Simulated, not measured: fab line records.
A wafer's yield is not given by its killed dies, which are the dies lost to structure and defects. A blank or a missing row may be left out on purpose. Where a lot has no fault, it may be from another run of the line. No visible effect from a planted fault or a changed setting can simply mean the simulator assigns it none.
Comparing a struck lot with a sound one ; flow n5 finfet ; 15 steps out of a route of 1938
Sound: the wafers L717.1, L717.2, L717.4. Struck: wafers L707.1, L707.6 (left out: L707.2, a lot-mate that was not struck); the cause follows at the end.
Each step with rows lists, per side, the tool, then ch with its chambers, then its first start. Under that, the readings that differ: sound wafers ; struck wafers ; difference of the means ; sigmas: that difference in standard deviations of wafers without a fault.
alike: a reading whose means differ by less than 2 such deviations, as well as words and numbers matching on both sides. not compared: withheld readings; readings where some wafer has no value; bounds like >300 that might hide an equal value; numbers whose values overlap and for which the record gives no deviation.
Wherever a step has rows on one side only, a row that says differs or no value, or a row with sigmas, the two part there. Numbers that have no deviation but don't overlap get no sigmas and don't part them. A reading missing from all wafers of one side parts the sides only when that side holds two or more wafers.

first, 4 steps without rows for these wafers: N5_BEOL_M6_SOFTBAKE_06 (time 60 s); N5_BEOL_M6_EXPOSE_08 (exposes mask M6); N5_BEOL_M6_PEB_09 (peb time 60 s); N5_BEOL_M6_DEVELOP_10 (develop time 30 s).
N5_BEOL_M6_CD_MEAS_11: the cd target is 38.5 nm.
  sound on cd sem-02 ch 0, day 13 12:32; struck on cd sem-03 ch 0, day 10 23:47
  alike: cd nm
N5_BEOL_M6_OVL_MEAS_12:
  sound on overlay-01 ch 0, day 13 12:34; struck on overlay-02 ch 0, day 10 23:49
  alike: M6_OVL
N5_BEOL_M6_INSPECT_13: inspects for defects (brightfield).
  sound on defect inspect-02 at day 13 12:35; struck on defect inspect-02 at day 10 23:50
reading;sound;struck;difference;sigmas
raw defect count;314 367 264;660 451;+240;+2
N5_BEOL_M6_DESCUM_16: chemistry O2, time 7.9 s.
  sound on rie diel-02 ch 0,2,3, day 13 12:38; struck on rie diel-02 ch 0,1, day 11 00:09
  alike: bias power w, drypump motor current A, oes product au, rf vpp V, showerhead plenum p Torr, temp c, throttle valve pct
  not compared: rf hours counter h
N5_BEOL_M6_ETCH_61: etches SiARC in CF4, target depth 45.5 nm, time 75.8 s.
  sound on rie diel-02 ch 0,2,3, day 13 12:40; struck on rie diel-02 ch 0,1, day 11 00:11
  alike: drypump motor current A, etch rf on time s, oes product au, rf vpp V, showerhead plenum p Torr, throttle valve pct
  not compared: rf hours counter h
N5_BEOL_M6_ETCH_62: etches SOC in N2/H2, target depth 110 nm, overetch 22 nm, time 165 s.
  sound on rie diel-02 ch 0,2,3, day 13 12:43; struck on rie diel-02 ch 0,1, day 11 00:14
  alike: drypump motor current A, oes product au, rf vpp V, showerhead plenum p Torr, temp c, throttle valve pct
  not compared: rf hours counter h
then, 1 step without rows for these wafers: N5_BEOL_M6_STRIP_68 (strips in N2/H2).
N5_BEOL_M6_STRIP_67: strips in CF4.
  sound on rie diel-02 ch 0,2,3, day 13 12:52; struck on rie diel-02 ch 0,1, day 11 00:23
  alike: bias power w, drypump motor current A, oes product au, rf vpp V, showerhead plenum p Torr, throttle valve pct
  not compared: rf hours counter h
N5_BEOL_M6_HM_OPEN_17: chemistry Cl2/BCl3, target TiN, target depth 20 nm, overetch 6 nm.
  sound on rie metal-01 ch 0, day 13 12:54; struck on rie metal-03 ch 0,1, day 11 00:26
reading;sound;struck;difference;sigmas
model.SOC_of_BEOL_M6_COAT_59.thk nm (nm);92.6 92.4 92.4;88.6 89.2;-3.6;
  alike: bcl3 flow sccm, drypump motor current A, mfc cl2 sccm, oes product au, throttle valve pct
  not compared: rf hours counter h
N5_BEOL_M6_STRIP_19: strips in O2.
  sound on rie diel-02 ch 0,2, day 13 13:06; struck on rie diel-01 ch 2,3, day 11 00:32
  alike: drypump motor current A, oes product au, rf vpp V, showerhead plenum p Torr, temp c, throttle valve pct
  not compared: rf hours counter h
-- here the record skips 4 days between the struck wafers' starts before and after, leaving off in module BEOL_M6 and picking up in module PASSIVATION (first step shown: number 1936 of the route) --
N5_PASSIVATION_PROBE_49:
  sound on prober-01 at day 17 14:10; struck on prober-01 at day 14 20:40
reading;sound;struck;difference;sigmas
sort_bin_4_leakage (%);0.25;0 0;+0;-8
  alike: defect limited yield, killed_at_M0_to_M3, killed_at_M4_up, killed at contacts, killed at front end, killed at other, killed dies, killed on rim, killed open, killed short, sort_bin_5_function, sort_bin_6_memory, sort n pass, sort yield pct

## WHERE THEY PART
At N5_BEOL_M6_INSPECT_13 first; at N5_PASSIVATION_PROBE_49 last (within this record only).

WHY: what the simulator had put in
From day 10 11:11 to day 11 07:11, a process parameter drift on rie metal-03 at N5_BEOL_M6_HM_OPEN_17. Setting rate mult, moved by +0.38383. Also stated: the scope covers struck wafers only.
